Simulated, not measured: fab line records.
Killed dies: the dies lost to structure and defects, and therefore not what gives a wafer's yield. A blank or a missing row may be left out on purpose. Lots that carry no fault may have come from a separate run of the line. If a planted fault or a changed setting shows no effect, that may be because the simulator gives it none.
Split-lot trial | flow n5Finfet | 7 lots, 21 wafers read, on a route of 1938 steps

SPLIT DETAILS
At N5_BEOL_M9_TRENCH_ETCH_37 (etches SiCOH lowk in C4F6/O2, target depth 151.43 nm, time 49 s), the setting timeS was moved away from the recipe's 49 s on 9 of the 21 wafers read, by -19.2% to +17.2%. This setting was run at the recipe's value on the other wafers.

FROM THE SPLIT TO THE READING: what the file shows between them, 11 steps
- N5_BEOL_M9_ETCH_41: etches SiCN in CH3F/O2, target depth 36.6 nm, time 70.1 s
- N5_BEOL_M9_STRIP_80: strips in N2/H2, time 10 s
- N5_BEOL_M9_OCD_MEAS_38
- N5_BEOL_M9_HM_STRIP_39: strips TiN in peroxide tin strip, target depth 25 nm, time 158 s
- N5_BEOL_M9_SRD_40: time 30 s
- N5_BEOL_M9_ECD_50: material Cu, target thk 318 nm
- N5_BEOL_M9_ANNEAL_51: time 90 s
- N5_BEOL_M9_CMP_52: polishes, stops on SiCOH lowk, t overpolish 7 s, target thk 140 nm
- N5_BEOL_M9_THK_MEAS_53: measures by xrf
- N5_BEOL_M9_PRE_CLEAN_55: time 15 s
- N5_BEOL_M9_DEP_56: deposits SiCN from 3MS/NH3, target thk 15 nm, time 26.5 s

THE READING
M9_RS, in ohm/sq, at N5_BEOL_M9_RS_MEAS_57 (measures by four-point-probe). A value of 0.1511 ohm/sq with a standard deviation of 0.0027 ohm/sq is what fault-free wafers of this fab line usually give.

wafer  | tool, chamber at the split | timeS as run, s | against the recipe | M9_RS, ohm/sq | against lot-mates on the recipe
L075.3 | rieDiel-02, 2              | 49              | recipe             | 0.1467        | -
L075.4 | rieDiel-02, 0              | 56.91           | +16.1%             | 0.1258        | -0.0214
L075.6 | rieDiel-02, 1              | 49              | recipe             | 0.1476        | -
L076.3 | rieDiel-01, 3              | 45.77           | -6.6%              | 0.1631        | +0.0082
L076.5 | rieDiel-01, 3              | 45.77           | -6.6%              | 0.1640        | +0.0091
L076.6 | rieDiel-01, 0              | 49              | recipe             | 0.1549        | -
L080.1 | rieDiel-02, 0              | 49              | recipe             | 0.1511        | -
L080.2 | rieDiel-02, 1              | 49              | recipe             | 0.1482        | -
L080.3 | rieDiel-02, 2              | 49              | recipe             | 0.1472        | -
L081.1 | rieDiel-06, 3              | 49              | recipe             | 0.1491        | -
L081.2 | rieDiel-06, 2              | 49              | recipe             | 0.1548        | -
L081.4 | rieDiel-06, 1              | 49              | recipe             | 0.1519        | -
L083.2 | rieDiel-01, 3              | 57.42           | +17.2%             | 0.1261        | -0.0271
L083.5 | rieDiel-01, 0              | 49              | recipe             | 0.1532        | -
L083.6 | rieDiel-01, 3              | 57.42           | +17.2%             | 0.1232        | -0.0300
L085.4 | rieDiel-01, 0              | 39.6            | -19.2%             | 0.1967        | +0.0448
L085.5 | rieDiel-01, 1              | 39.6            | -19.2%             | 0.1982        | +0.0463
L085.6 | rieDiel-01, 0              | 49              | recipe             | 0.1519        | -
L092.2 | rieDiel-02, 0              | 57.28           | +16.9%             | 0.1224        | -0.0283
L092.5 | rieDiel-02, 1              | 57.28           | +16.9%             | 0.1247        | -0.0260
L092.6 | rieDiel-02, 2              | 49              | recipe             | 0.1507        | -

FIT RESULTS
A straight line over all 21 wafers: M9_RS changes by -0.00189 ohm/sq for each +1% of timeS; r = -0.98; the points scatter about the line by 0.0044 ohm/sq.
The same after taking each lot's own level away (the mean of its wafers on the recipe; 21 wafers): -0.00185 ohm/sq for each +1%; r = -0.98; scatter 0.0041 ohm/sq.
That fit puts the effect of the largest move of timeS on the reading at 0.036 ohm/sq.
The lots' own levels span 0.14715 to 0.15490 ohm/sq, that is 2.9 times the standard deviation above.
So the lot-to-lot level changes the slope little: the two slopes agree.
Check: +0.0349 ohm/sq against its lot-mates is what the line predicts for one of the wafers moved furthest among these (-19.2%) when that wafer is left out of the fit. Against them it came out at +0.0448 ohm/sq.

THE WHOLE CHAIN: every reading that the file lists as answering this split, in the file's order
step                      | what it does                                                       | reading                                                                         | change (the file's fit)                | r (the file's)
N5_BEOL_M9_TRENCH_ETCH_37 | etches SiCOH lowk in C4F6/O2, target depth 151.43 nm, time 49 s    | etch.depthNm (the simulator's own value, which no gauge read)                   | +1.53 nm for each +1% of the setting   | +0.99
N5_BEOL_M9_TRENCH_ETCH_37 | etches SiCOH lowk in C4F6/O2, target depth 151.43 nm, time 49 s    | BEOL_M9.featureDepthNm (the simulator's own value, which no gauge read)         | +1.54 nm for each +1% of the setting   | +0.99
N5_BEOL_M9_TRENCH_ETCH_37 | etches SiCOH lowk in C4F6/O2, target depth 151.43 nm, time 49 s    | TiN_of_BEOL_M9_HM_DEP_02.thkNm (the simulator's own value, which no gauge read) | -0.0518 nm for each +1% of the setting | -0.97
N5_BEOL_M9_OCD_MEAS_38    |                                                                    | trenchDepthNm                                                                   | +1.52 nm for each +1% of the setting   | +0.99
N5_BEOL_M9_CMP_52         | polishes, stops on SiCOH lowk, t overpolish 7 s, target thk 140 nm | Cu_of_BEOL_M9_ECD_50.thkNm (the simulator's own value, which no gauge read)     | +1.53 nm for each +1% of the setting   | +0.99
N5_BEOL_M9_THK_MEAS_53    | measures by xrf                                                    | M9_THK                                                                          | +1.54 for each +1% of the setting      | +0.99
N5_BEOL_M9_RS_MEAS_57     | measures by four-point-probe                                       | M9_RS                                                                           | -0.00178 for each +1% of the setting   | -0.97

THE FILE'S OWN FIT
M9_RS changes by -0.00178 ohm/sq for each +1% of timeS, r = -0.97.
